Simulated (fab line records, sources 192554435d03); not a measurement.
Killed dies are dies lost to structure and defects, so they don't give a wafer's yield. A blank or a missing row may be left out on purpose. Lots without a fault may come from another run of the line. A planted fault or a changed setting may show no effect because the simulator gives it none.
fab line records | flow n5_finfet | part 1 of 2: steps 1 to 25 of 26
record lots=6 wafers=18 last_day=19
route steps=1938 shown BEOL_M5@1130 PASSIVATION@1936
lots that met no fault: from a run of the same line without faults
start_h: hours from the record's first day to the start of the lot's first wafer shown | wait_h: hours since the lot's step before | " the same as in the row above | L1.1+2: a row that stands for several wafers | - no value, or no start given | * or withheld: withheld | < > ~ a bound
route shown NAME@n: a module of which the file shows steps, and the number in the route of the first | usual: mean/standard deviation of fault-free wafers | same: alike in all rows | chamber/n: place in a boat | sites: the reading at each site | _std_site: their standard deviation | _edge_site: outer sites' mean less inner sites' | radius_mm: how far each site lies from the wafer's centre | mask NAME#n: copy n | behind: the tool/chamber that last shaped the wafer | hold: why the lot was held/for how many hours/how that ended | device: the transistor (n, p or np) that didn't switch | end of line: the same wafers' tests at the end of the route | a step without rows: its recipe alone | killed: dies lost to structure and defects at the first sort, not the wafer's yield | map: a wafer's dies, x killed, . not, _ none there
set.NAME: the setting as run; set.NAME@STEP: as run at that earlier step | model.NAME: the simulator's own value behind a step, which no gauge read
lots at some steps of the route; a table a step, a row a wafer
services: from which hour (start_h, from the record's first day; less than 0 if before it) a tool's chamber was out of use, for how many hours, and why
## steps
# step N5_BEOL_M5_ETCH_72
# recipe chemistry=N2/H2 target=underlayer target_depth_a=65 mask_material=CAR-EUV time_s=5.2 ion_energy_ev=200 pressure_mtorr=30 source_w=840 bias_w=150 n2_flow_sccm=200 h2_flow_sccm=200 ends=cleared
# usual drypump_motor_current_A=5.8/0.64 etch_rf_on_time_s=5.14/0.12 oes_product_au=0.65/0.064 rf_vpp_V=523.5/2.6 showerhead_plenum_p_Torr=2.52/0.082 throttle_valve_pct=17.87/0.24
# columns lot.wafer tool chamber start_h wait_h drypump_motor_current_A etch_rf_on_time_s oes_product_au rf_hours_counter_h rf_vpp_V showerhead_plenum_p_Torr throttle_valve_pct
L639.1 rie_diel-06 3 186.07 0.0 6.7 5.21 0.62 169 521.1 2.43 17.59
L639.3 " 0 " " 5.1 4.92 0.67 146 523.3 2.55 17.59
L639.4 " 2 " " 6.6 5.06 0.67 104 525.2 2.57 17.94
L642.1 rie_diel-02 2 256.65 0.0 6.3 5.17 0.61 205 526.2 2.53 18.40
L642.2 " 0 " " 5.5 5.20 0.59 237 520.5 2.41 17.89
L642.3 " 3 " " 5.6 5.24 0.69 92 519.3 2.36 17.83
L644.2 rie_diel-02 2 270.20 0.0 6.4 5.26 0.60 208 524.5 2.53 18.37
L644.3 " 0 " " 5.5 5.18 0.58 240 520.3 2.41 17.92
L644.4 " 3 " " 5.6 5.24 0.68 95 520.0 2.36 17.83
L651.2 rie_diel-06 1 305.70 0.0 5.0 5.29 0.63 169 523.7 2.53 18.03
L651.3 " 3 " " 6.6 5.25 0.59 196 520.2 2.41 17.63
L651.6 " 2 " " 6.6 5.01 0.67 - 524.2 2.55 17.99
L654.1 rie_diel-02 3 312.51 0.0 5.6 5.33 0.67 104 519.8 2.36 17.84
L654.3 " 1 " " 5.1 5.04 0.76 39 528.0 2.59 17.90
L654.6 " 0 " " 5.5 5.26 0.58 - 519.6 2.40 17.90
L662.4 rie_diel-06 3 365.41 0.0 6.6 5.23 0.58 214 519.0 2.41 17.68
L662.5 " 2 " " 6.6 5.06 0.65 - 523.5 2.55 18.01
L662.6 " 3 " " 6.7 5.29 0.58 - 519.4 2.41 17.69
# step N5_BEOL_M5_ETCH_61
# recipe chemistry=CF4 target=SiARC target_depth_a=156 mask_material=CAR-EUV time_s=26 ion_energy_ev=80 pressure_mtorr=40 source_w=545 bias_w=36 Ar_flow_sccm=100 cf4_flow_sccm=100 ends=cleared
# step N5_BEOL_M5_ETCH_62
# recipe chemistry=N2/H2 target=SOC target_depth_a=750 overetch_a=150 mask_material=SiARC temp_c=40 time_s=112.5 ion_energy_ev=200 pressure_mtorr=30 source_w=840 bias_w=150 n2_flow_sccm=200 h2_flow_sccm=200
# step N5_BEOL_M5_STRIP_63
# recipe chemistry=N2/H2 temp_c=40 n2_flow_sccm=200 h2_flow_sccm=200 rf_frequency_hz=6e+07
# step N5_BEOL_M5_STRIP_73
# recipe chemistry=N2/H2 temp_c=40 n2_flow_sccm=200 h2_flow_sccm=200 rf_frequency_hz=6e+07
# step N5_BEOL_M5_STRIP_64
# recipe chemistry=CF4 resist=SiARC power_w=300 bias_power_w=75 pressure_mtorr=50 cf4_flow_sccm=150 rf_frequency_hz=6e+07
# usual bias_power_w=75.03/0.22 drypump_motor_current_A=5.8/0.64 oes_product_au=0.75/0.068 power_w=300.2/0.9 rf_vpp_V=270.9/1.5 showerhead_plenum_p_Torr=1.78/0.055 throttle_valve_pct=13.60/0.21
# columns lot.wafer tool chamber start_h wait_h bias_power_w drypump_motor_current_A oes_product_au power_w rf_hours_counter_h rf_vpp_V showerhead_plenum_p_Torr throttle_valve_pct
L639.1 rie_diel-06 3 186.24 0.0 75.21 6.6 0.70 297.6 169 268.8 1.73 13.48
L639.3 " 0 " " 75.06 5.1 0.76 299.8 146 271.5 1.81 13.43
L639.4 " 2 " " 74.83 6.5 0.77 300.3 104 270.4 1.81 13.60
L642.1 rie_diel-02 2 256.83 0.0 74.86 6.3 0.72 300.3 205 270.9 1.77 13.97
L642.2 " 0 " " 75.03 5.5 0.69 300.2 237 269.9 1.71 13.82
L642.3 " 3 " " 74.90 5.6 0.79 299.8 92 267.8 1.67 13.44
L644.2 rie_diel-02 2 270.37 0.0 74.50 6.3 0.70 301.3 208 272.2 1.77 13.99
L644.3 " 0 " " 75.05 5.5 0.68 301.1 240 269.2 1.71 13.81
L644.4 " 3 " " 75.20 5.6 0.79 299.4 95 267.7 1.67 13.45
L651.2 rie_diel-06 1 305.88 0.0 74.59 5.0 0.73 301.2 169 270.7 1.79 13.75
L651.3 " 3 " " 74.73 6.6 0.69 299.7 197 269.0 1.72 13.55
L651.6 " 2 " " 74.93 6.6 0.75 301.5 - 271.5 1.81 13.67
L654.1 rie_diel-02 3 312.68 0.0 74.82 5.6 0.79 298.8 104 268.4 1.66 13.47
L654.3 " 1 " " 74.99 5.0 0.86 300.2 39 271.6 1.81 13.36
L654.6 " 0 " " 75.16 5.5 0.67 299.8 - 270.4 1.71 13.85
L662.4 rie_diel-06 3 365.58 0.0 75.34 6.6 0.67 299.4 214 269.8 1.72 13.59
L662.5 " 2 " " 74.65 6.6 0.73 300.6 - 273.6 1.80 13.71
L662.6 " 3 " " 75.29 6.7 0.68 298.5 - 268.9 1.72 13.60
# step N5_BEOL_M5_HM_OPEN_17
# recipe chemistry=Cl2/BCl3 target_depth_a=200 overetch_a=60 target=TiN mask_material=SOC ion_energy_ev=150 pressure_mtorr=10 icp_w=1000 bias_w=126 Cl2_flow_sccm=53.25 bcl3_flow_sccm=21.75 Ar_flow_sccm=25
# usual drypump_motor_current_A=5.9/0.6 oes_product_au=0.74/0.048 throttle_valve_pct=21.92/0.089
# columns lot.wafer tool chamber start_h wait_h drypump_motor_current_A oes_product_au rf_hours_counter_h throttle_valve_pct
L639.1 rie_metal-01 0 186.28 0.0 5.9 0.83 1 21.88
L639.3 " 0 " " 5.9 0.84 - 21.88
L639.4 " 1 " " 6.1 0.78 - 21.88
L642.1 rie_metal-01 0 256.87 0.0 5.9 0.78 7 21.88
L642.2 " 1 " " 6.1 0.76 14 21.88
L642.3 " 0 " " 5.9 0.78 - 21.90
L644.2 rie_metal-01 0 270.45 0.1 5.9 0.77 8 21.92
L644.3 " 0 " " 5.9 0.78 - 21.90
L644.4 " 1 " " 6.1 0.74 - 21.89
L651.2 rie_metal-01 1 305.92 0.0 6.0 0.75 17 21.87
L651.3 " 1 " " 6.1 0.74 - 21.91
L651.6 " 0 " " 5.9 0.77 - 21.88
L654.1 rie_metal-01 0 312.72 0.0 5.9 0.76 11 21.91
L654.3 " 1 " " 6.1 0.75 - 21.87
L654.6 " 1 " " 6.1 0.74 - 21.88
L662.4 rie_metal-02 1 365.65 0.1 5.0 0.63 - 22.09
L662.5 " 0 " " 4.9 0.75 - 21.99
L662.6 " 1 " " 5.0 0.63 - 22.10
# step N5_BEOL_M5_STRIP_19
# recipe chemistry=O2 power_w=400 temp_c=40 pressure_mtorr=30 rf_frequency_hz=6e+07 bias_power_w=0 overash_fraction=0.2 o2_flow_sccm=225
# usual drypump_motor_current_A=5.8/0.63 oes_product_au=0.76/0.072 rf_vpp_V=3.6/0.49 showerhead_plenum_p_Torr=2.08/0.068 throttle_valve_pct=16.71/0.25
# same bias_power_w=0
# columns lot.wafer tool chamber start_h wait_h drypump_motor_current_A oes_product_au rf_hours_counter_h rf_vpp_V showerhead_plenum_p_Torr throttle_valve_pct
L639.1 rie_diel-06 3 186.39 0.1 6.6 0.72 169 3.0 2.01 16.51
L639.3 " 1 " " 5.0 0.74 144 3.7 2.10 16.77
L639.4 " 0 " " 5.1 0.77 146 3.3 2.13 16.57
L642.1 rie_diel-05 2 256.98 0.1 5.0 0.73 177 4.1 2.19 16.80
L642.2 " 1 " " 6.1 0.79 121 3.2 2.08 16.38
L642.3 " 0 " " 5.9 0.67 250 3.1 2.14 16.55
L644.2 rie_diel-02 2 270.56 0.1 6.4 0.71 208 3.6 2.10 17.22
L644.3 " 3 " " 5.6 0.80 95 3.8 1.96 16.65
L644.4 " 0 " " 5.5 0.69 240 3.5 1.96 16.70
L651.2 rie_diel-06 1 306.03 0.1 5.0 0.73 169 4.0 2.09 16.80
L651.3 " 2 " " 6.6 0.77 130 3.2 2.10 16.72
L651.6 " 0 " " 5.1 0.74 - 4.0 2.12 16.61
L654.1 rie_diel-06 3 312.90 0.1 6.7 0.71 199 3.8 2.00 16.55
L654.3 " 0 " " 5.1 0.74 174 2.3 2.12 16.61
L654.6 " 2 " " 6.6 0.77 - 3.1 2.10 16.73
L662.4 rie_diel-06 2 365.73 0.1 6.6 0.75 148 3.8 2.10 16.76
L662.5 " 3 " " 6.6 0.69 - 3.7 1.99 16.59
L662.6 " 0 " " 5.1 0.74 - 3.8 2.11 16.64
# step N5_BEOL_M5_CD_MEAS_18
# recipe pitch_nm=56 target_cd_nm=28
# usual cd_nm=28.0/0.34
# columns lot.wafer tool chamber start_h wait_h cd_nm
L639.1 cd_sem-02 - 186.46 0.0 28.4
L639.3 " - " " 28.4
L639.4 " - " " 27.6
L642.1 cd_sem-02 - 257.05 0.0 28.0
L642.2 " - " " 28.1
L642.3 " - " " 28.0
L644.2 cd_sem-01 - 270.64 0.1 28.3
L644.3 " - " " 27.4
L644.4 " - " " 27.9
L651.2 cd_sem-02 - 306.10 0.1 27.8
L651.3 " - " " 27.7
L651.6 " - " " 27.9
L654.1 cd_sem-02 - 312.97 0.0 27.9
L654.3 " - " " 27.9
L654.6 " - " " 27.9
L662.4 cd_sem-02 - 365.81 0.1 27.7
L662.5 " - " " 27.9
L662.6 " - " " 27.3
# step N5_BEOL_M5_COAT_65
# recipe resist=SOC temp_c=250 time_s=60 spin_rpm=1500 resist_thk_nm=60
# step N5_BEOL_M5_COAT_66
# recipe resist=SiARC temp_c=220 time_s=60 spin_rpm=1500 resist_thk_nm=12
# step N5_BEOL_M5_COAT_74
# recipe resist=underlayer temp_c=205 time_s=60 spin_rpm=1500 resist_thk_nm=5
# step N5_BEOL_M5_COAT_22
# recipe resist=CAR-EUV spin_rpm=1500 resist_thk_nm=30
# usual resist_line_temp_C=23.02/0.12 spin_speed_rpm=1500.0/1.1
# columns lot.wafer tool chamber start_h wait_h resist_line_temp_C spin_speed_rpm model.CAR-EUV_of_BEOL_M5_COAT_22.thk_nm
L639.1 litho_track-05 0 187.57 - 22.87 1501.1 30
L639.3 " 0 " " 22.88 1498.8 30
L639.4 " 0 " " 22.89 1498.4 30.2
L642.1 litho_track-05 0 257.26 - 22.93 1497.5 30.2
L642.2 " 0 " " 22.98 1499.1 30
L642.3 " 0 " " 23.19 1498.6 30
L644.2 litho_track-05 0 273.28 - 23.04 1414.4 30.8
L644.3 " 0 " " 23.23 1415.2 30.8
L644.4 " 0 " " 22.99 1416.1 31
L651.2 litho_track-05 0 307.46 - 22.89 1414.2 30.8
L651.3 " 0 " " 23.00 1416.4 30.8
L651.6 " 0 " " 22.81 1415.7 31
L654.1 litho_track-02 0 318.78 - 22.88 1500.0 29.8
L654.3 " 0 " " 23.00 1499.1 30
L654.6 " 0 " " 22.96 1498.7 30
L662.4 litho_track-05 0 368.21 - 23.26 1498.9 30
L662.5 " 0 " " 23.22 1499.7 30
L662.6 " 0 " " 23.09 1498.5 29.8
# step N5_BEOL_M5_EBR_24
# recipe solvent=PGMEA ebr_width_mm=1.5
# step N5_BEOL_M5_SOFTBAKE_23
# recipe temp_c=110 time_s=60 resist=CAR-EUV
# step N5_BEOL_M5_EXPOSE_25
# recipe mask_id=V4 na=0.33 source_shape=quasar sigma_inner=0.2 sigma_outer=0.6 polarization=unpolarized defocus_nm=10 dose_mj=52.75
# step N5_BEOL_M5_PEB_26
# recipe peb_temp_c=100 peb_time_s=60 resist=CAR-EUV
# step N5_BEOL_M5_DEVELOP_27
# recipe develop_time_s=30 developer=TMAH resist=CAR-EUV rinse_liquid=surfactant_rinse dry=air_spin dev_temp_c=23
# step N5_BEOL_M5_CD_MEAS_28
# recipe target_cd_nm=30.6 landing_energy_ev=500 detector=se_inlens target_cd_y_nm=20 polarity=opening
# usual cd_nm=30.64/0.24
# columns lot.wafer tool chamber start_h wait_h cd_nm
L639.1 cd_sem-02 0 187.84 - 30.57
L639.3 " 0 " " 30.50
L639.4 " 0 " " 30.58
L642.1 cd_sem-01 0 257.65 - 30.54
L642.2 " 0 " " 30.67
L642.3 " 0 " " 30.78
L644.2 cd_sem-02 0 273.55 - 30.92
L644.3 " 0 " " 30.68
L644.4 " 0 " " 30.37
L651.2 cd_sem-02 0 307.87 - 30.84
L651.3 " 0 " " 30.50
L651.6 " 0 " " 30.56
L654.1 cd_sem-01 0 319.40 - 30.89
L654.3 " 0 " " 30.66
L654.6 " 0 " " 30.25
L662.4 cd_sem-02 0 368.61 - 30.70
L662.5 " 0 " " 30.59
L662.6 " 0 " " 30.34
# step N5_BEOL_M5_OVL_MEAS_29
# recipe points_per_wafer=522
# usual V4_OVL=-0.2/0.67
# columns lot.wafer tool chamber start_h wait_h V4_OVL[nm]
L639.1 overlay-01 0 187.87 0.0 -0.4
L639.3 " 0 " " 0.0
L639.4 " 0 " " -0.9
L642.1 overlay-02 0 257.68 0.0 0.2
L642.2 " 0 " " 0.3
L642.3 " 0 " " 0.4
L644.2 overlay-02 0 273.58 0.0 -0.4
L644.3 " 0 " " -1.3
L644.4 " 0 " " -0.3
L651.2 overlay-02 0 307.90 0.0 -0.1
L651.3 " 0 " " -0.6
L651.6 " 0 " " 0.6
L654.1 overlay-02 0 319.43 0.0 0.1
L654.3 " 0 " " 0.0
L654.6 " 0 " " -0.1
L662.4 overlay-01 0 368.66 0.0 -0.5
L662.5 " 0 " " 0.2
L662.6 " 0 " " -0.4
# step N5_BEOL_M5_INSPECT_30
# recipe mode=adi inspect_instrument=brightfield
# usual raw_defect_count=400/96
# columns lot.wafer tool chamber start_h wait_h raw_defect_count
L639.1 defect_inspect-01 - 187.93 0.1 374
L639.3 " - " " 510
L639.4 " - " " 336
L642.1 defect_inspect-01 - 257.74 0.1 607
L642.2 " - " " 563
L642.3 " - " " 602
L644.2 defect_inspect-01 - 273.64 0.0 482
L644.3 " - " " 376
L644.4 " - " " 329
L651.2 defect_inspect-02 - 307.96 0.0 447
L651.3 " - " " 430
L651.6 " - " " 305
L654.1 defect_inspect-01 - 319.49 0.1 527
L654.3 " - " " 391
L654.6 " - " " 335
L662.4 defect_inspect-02 - 368.70 0.0 467
L662.5 " - " " 305
L662.6 " - " " 485
# step N5_BEOL_M5_DESCUM_33
# recipe chemistry=O2 time_s=7 source_power_w=50 bias_power_w=20 pressure_mtorr=20 rf_frequency_hz=2.712e+07 temp_c=40 resist=CAR-EUV o2_flow_sccm=225
# step N5_BEOL_M5_ETCH_75
# recipe chemistry=N2/H2 target=underlayer target_depth_a=65 mask_material=CAR-EUV time_s=5.2 ion_energy_ev=200 pressure_mtorr=30 source_w=840 bias_w=150 n2_flow_sccm=200 h2_flow_sccm=200 ends=cleared
# usual drypump_motor_current_A=5.8/0.59 etch_rf_on_time_s=5.13/0.11 oes_product_au=0.66/0.069 rf_vpp_V=523.4/2.6 showerhead_plenum_p_Torr=2.53/0.083 throttle_valve_pct=17.93/0.27
# columns lot.wafer tool chamber start_h wait_h drypump_motor_current_A etch_rf_on_time_s oes_product_au rf_hours_counter_h rf_vpp_V showerhead_plenum_p_Torr throttle_valve_pct
L639.1 rie_diel-05 1 188.00 0.0 6.2 5.09 0.70 104 524.7 2.55 17.68
L639.3 " 2 " " 5.0 4.99 0.64 161 525.4 2.63 17.84
L639.4 " 0 " " 5.9 4.99 0.59 233 523.8 2.61 17.84
L642.1 rie_diel-02 1 257.81 0.0 5.1 5.00 0.78 27 524.7 2.60 17.88
L642.2 " 3 " " 5.6 5.16 0.69 93 517.1 2.36 17.83
L642.3 " 0 " " 5.5 5.17 0.59 237 521.0 2.41 17.91
L644.2 rie_diel-05 3 273.71 0.0 6.2 5.12 0.62 180 523.7 2.54 18.33
L644.3 " 2 " " 5.0 5.05 0.63 181 526.3 2.62 17.88
L644.4 " 1 " " 6.1 5.10 0.68 - 527.2 2.54 17.71
L651.2 rie_diel-05 1 308.02 0.0 6.1 5.19 0.67 133 523.2 2.54 17.75
L651.3 " 0 " " 5.9 4.98 0.83 9 526.1 2.60 17.50
L651.6 " 0 " " 5.9 4.92 0.83 - 525.3 2.60 17.49
L654.1 rie_diel-05 0 319.79 0.0 5.9 5.00 0.81 12 526.5 2.60 17.48
L654.3 " 3 " " 6.1 5.18 0.61 192 523.9 2.53 18.32
L654.6 " 3 " " 6.1 5.23 0.61 - 524.6 2.53 18.33
L662.4 rie_diel-02 3 368.94 0.0 5.6 5.21 0.68 121 520.8 2.35 17.89
L662.5 " 2 " " 6.3 5.28 0.59 - 522.6 2.52 18.43
L662.6 " 3 " " 5.6 5.22 0.67 - 520.7 2.35 17.88
# step N5_BEOL_M5_ETCH_67
# recipe chemistry=CF4 target=SiARC target_depth_a=156 mask_material=CAR-EUV time_s=26 ion_energy_ev=80 pressure_mtorr=40 source_w=545 bias_w=36 Ar_flow_sccm=100 cf4_flow_sccm=100 ends=cleared
# usual drypump_motor_current_A=5.8/0.59 etch_rf_on_time_s=25.6/0.6 oes_product_au=0.66/0.069 rf_vpp_V=184.0/1.2 showerhead_plenum_p_Torr=2.13/0.066 throttle_valve_pct=15.64/0.25
# columns lot.wafer tool chamber start_h wait_h drypump_motor_current_A etch_rf_on_time_s oes_product_au rf_hours_counter_h rf_vpp_V showerhead_plenum_p_Torr throttle_valve_pct model.CAR-EUV_of_BEOL_M5_COAT_22.thk_nm
L639.1 rie_diel-05 1 188.02 0.0 6.1 25.4 0.70 104 184.7 2.15 15.42 11.2
L639.3 " 2 " " 5.0 25.1 0.65 161 184.4 2.22 15.59 11.2
L639.4 " 0 " " 5.9 25.4 0.59 233 184.9 2.20 15.54 11.2
L642.1 rie_diel-02 1 257.83 0.0 5.1 24.8 0.78 27 184.6 2.17 15.40 11.2
L642.2 " 3 " " 5.6 25.9 0.69 93 182.5 2.00 15.51 11.2
L642.3 " 0 " " 5.5 26.0 0.59 237 182.9 2.03 15.75 11.2
L644.2 rie_diel-05 3 273.72 0.0 6.1 25.8 0.62 180 183.3 2.13 15.99 12
L644.3 " 2 " " 5.0 25.3 0.63 181 185.1 2.21 15.60 12
L644.4 " 1 " " 6.1 25.5 0.68 - 184.5 2.14 15.44 12
L651.2 rie_diel-05 1 308.04 0.0 6.1 25.5 0.67 133 183.8 2.14 15.46 12
L651.3 " 0 " " 5.9 24.7 0.82 9 182.8 2.19 15.11 12
L651.6 " 0 " " 5.9 24.6 0.83 - 183.1 2.19 15.11 12
L654.1 rie_diel-05 0 319.81 0.0 5.9 25.0 0.81 12 184.6 2.19 15.11 11
L654.3 " 3 " " 6.1 26.0 0.61 192 184.1 2.13 15.98 11
L654.6 " 3 " " 6.1 26.1 0.61 - 183.2 2.13 15.99 11
L662.4 rie_diel-02 3 368.95 0.0 5.6 26.3 0.67 121 183.7 1.99 15.56 11
L662.5 " 2 " " 6.3 26.7 0.59 - 185.1 2.11 16.08 11
L662.6 " 3 " " 5.6 26.2 0.66 - 182.5 1.99 15.57 11
# step N5_BEOL_M5_ETCH_68
# recipe chemistry=N2/H2 target=SOC target_depth_a=800 overetch_a=160 mask_material=SiARC temp_c=40 time_s=120 ion_energy_ev=200 pressure_mtorr=30 source_w=840 bias_w=150 n2_flow_sccm=200 h2_flow_sccm=200
## key
first_sign step=N5_BEOL_M5_COAT_22 reading=spin_speed_rpm direction=down sigmas=74 usual=* struck=*
effect none on later readings
model_effect step=N5_BEOL_M5_COAT_22 value=CAR-EUV_of_BEOL_M5_COAT_22.thk_nm without=30 struck=30.87
model_effect step=N5_BEOL_M5_ETCH_67 value=CAR-EUV_of_BEOL_M5_COAT_22.thk_nm without=11.13 struck=12
met_at N5_BEOL_M5_COAT_22
struck_wafers L644.2,L644.3,L644.4,L651.2,L651.3,L651.6
onset_between 257.26 273.28
fault kind=process_parameter_drift tool=litho_track-05 chamber=- onset_h=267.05 steps=N5_BEOL_M5_COAT_22 channel=spin_rpm offset=* shape=step end_h=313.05 acts_in=* stated=*
